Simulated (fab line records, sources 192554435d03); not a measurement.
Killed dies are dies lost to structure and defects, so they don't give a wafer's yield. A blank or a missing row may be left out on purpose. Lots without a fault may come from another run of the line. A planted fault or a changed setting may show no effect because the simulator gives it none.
A struck lot beside a sound one | flow n5_finfet | 37 steps out of a route of 1938
Sound: wafers L798.1, L798.3, L798.4. Struck: wafers L805.1, L805.3, L805.5. The cause comes at the end.
At each step with rows: each side's tool, then ch and its chambers, then its first start. Under that, the readings that differ: sound wafers | struck wafers | difference of the means | sigmas: that difference in standard deviations of wafers without a fault.
alike: readings whose means differ by less than 2 such deviations, and words and numbers that are the same on both sides. not compared: withheld readings, readings that some wafer has no value for, bounds like >300 that may hide the same value, and numbers for which the record gives no deviation and whose values overlap.
The two part at a step that has a row with sigmas, a row that says differs or no value, or rows on one side only. Numbers that don't overlap but have no deviation are shown without sigmas and don't part them. A reading that every wafer of one side lacks parts them only if that side has two wafers or more.

first, 9 steps without rows for these wafers: N5_BEOL_M4_ANNEAL_95 (time 240 s); N5_BEOL_M4_SPUTTER_96 (material Cu, target thk 4.5 nm, time 8.29 s); N5_BEOL_M4_ECD_50 (material Cu, target thk 300 nm); N5_BEOL_M4_ANNEAL_51 (time 90 s); N5_BEOL_M4_CMP_52 (polishes, stops on SiOC, t overpolish 6.8 s, target thk 40 nm); N5_BEOL_M4_PRE_CLEAN_60 (time 15 s); N5_BEOL_M4_CO_CAP_55 (material Co, precursor CCTBA/H2, target thk 2 nm, time 102.1 s); N5_BEOL_M4_PRE_CLEAN_56 (time 15 s); N5_BEOL_M4_DEP_57 (deposits SiCN from 3MS/NH3, target thk 8 nm, time 14 s).
N5_BEOL_M4_RC_MEAS_101:
  sound on prober-02 ch 0, day 11 07:45; struck on prober-01 ch 0, day 14 17:10
  alike: DIBL_N, DIBL_P, IOFF_N, IOFF_P, ION_N, ION_P, SS_N, SS_P, VT_N, VT_P
then, 24 steps without rows for these wafers: N5_BEOL_M5_ILD_DEP_00 (deposits SiCOH lowk from DEMS/porogen, target thk 140.64 nm, time 25.9 s); N5_BEOL_M5_CURE_79 (cures SiCOH lowk, time 240 s); N5_BEOL_M5_PECVD_70 (deposits SiO2 from TEOS/O2, target thk 16 nm, time 18 s); N5_BEOL_M5_HM_DEP_02 (deposits TiN, target thk 20 nm); N5_BEOL_M5_COAT_59 (time 60 s, resist thk 60 nm); N5_BEOL_M5_COAT_60 (time 60 s, resist thk 12 nm); N5_BEOL_M5_COAT_71 (time 60 s, resist thk 5 nm); N5_BEOL_M5_COAT_05 (resist thk 30 nm); N5_BEOL_M5_EBR_07; N5_BEOL_M5_SOFTBAKE_06 (time 60 s); N5_BEOL_M5_EXPOSE_08 (exposes mask M5, target cd 28 nm); N5_BEOL_M5_PEB_09 (peb time 60 s); N5_BEOL_M5_DEVELOP_10 (develop time 30 s); N5_BEOL_M5_DESCUM_16 (chemistry O2, time 7 s); N5_BEOL_M5_ETCH_72 (etches underlayer in N2/H2, target depth 6.5 nm, time 5.2 s); N5_BEOL_M5_ETCH_61 (etches SiARC in CF4, target depth 15.6 nm, time 26 s); N5_BEOL_M5_ETCH_62 (etches SOC in N2/H2, target depth 75 nm, overetch 15 nm, time 112.5 s); N5_BEOL_M5_STRIP_63 (strips in N2/H2); N5_BEOL_M5_STRIP_73 (strips in N2/H2); N5_BEOL_M5_STRIP_64 (strips in CF4); N5_BEOL_M5_HM_OPEN_17 (chemistry Cl2/BCl3, target TiN, target depth 20 nm, overetch 6 nm); N5_BEOL_M5_STRIP_19 (strips in O2); N5_BEOL_M5_COAT_65 (time 60 s, resist thk 60 nm); N5_BEOL_M5_COAT_66 (time 60 s, resist thk 12 nm).
-- the record jumps here: 2 days lie between the struck wafers' starts before and after (it left off in module BEOL_M5 and takes up again in module BEOL_M9, whose first step shown is number 1461 of the route) --
N5_BEOL_M9_SPUTTER_48: material Cu, target thk 12 nm, time 2 s.
  sound on pvd_sputter-02, day 13 20:42; struck on pvd_sputter-01, day 16 21:59
  no value came back on the struck wafers for bias_v (V), cathode_dc_power_W (W), throttle_valve_pct (%); on the sound wafers bias_v (V) reads 60.9 58.8 59.6
N5_BEOL_M9_CMP_52: polishes, stops on SiCOH lowk, t overpolish 7 s, target thk 140 nm.
  sound on cmp-02 ch 0,1,3, day 13 21:43; struck on cmp-03 ch 2,3, day 16 23:11
  reading                | sound          | struck      | difference | sigmas
  time_to_endpoint_s (s) | 64.0 64.9 64.6 | 2.8 0.0 0.0 | -63.6      | -26
  alike: motor_current_A
-- the record jumps here: 3 days lie between the struck wafers' starts before and after (it left off in module BEOL_M9 and takes up again in module PASSIVATION, whose first step shown is number 1936 of the route) --
N5_PASSIVATION_PROBE_49:
  the record has rows for the struck wafers here (prober-01, day 19 19:10) and none for the sound ones

WHERE THEY PART
First at N5_BEOL_M9_SPUTTER_48; last, within this record, at N5_PASSIVATION_PROBE_49.

WHY: what the simulator had put in
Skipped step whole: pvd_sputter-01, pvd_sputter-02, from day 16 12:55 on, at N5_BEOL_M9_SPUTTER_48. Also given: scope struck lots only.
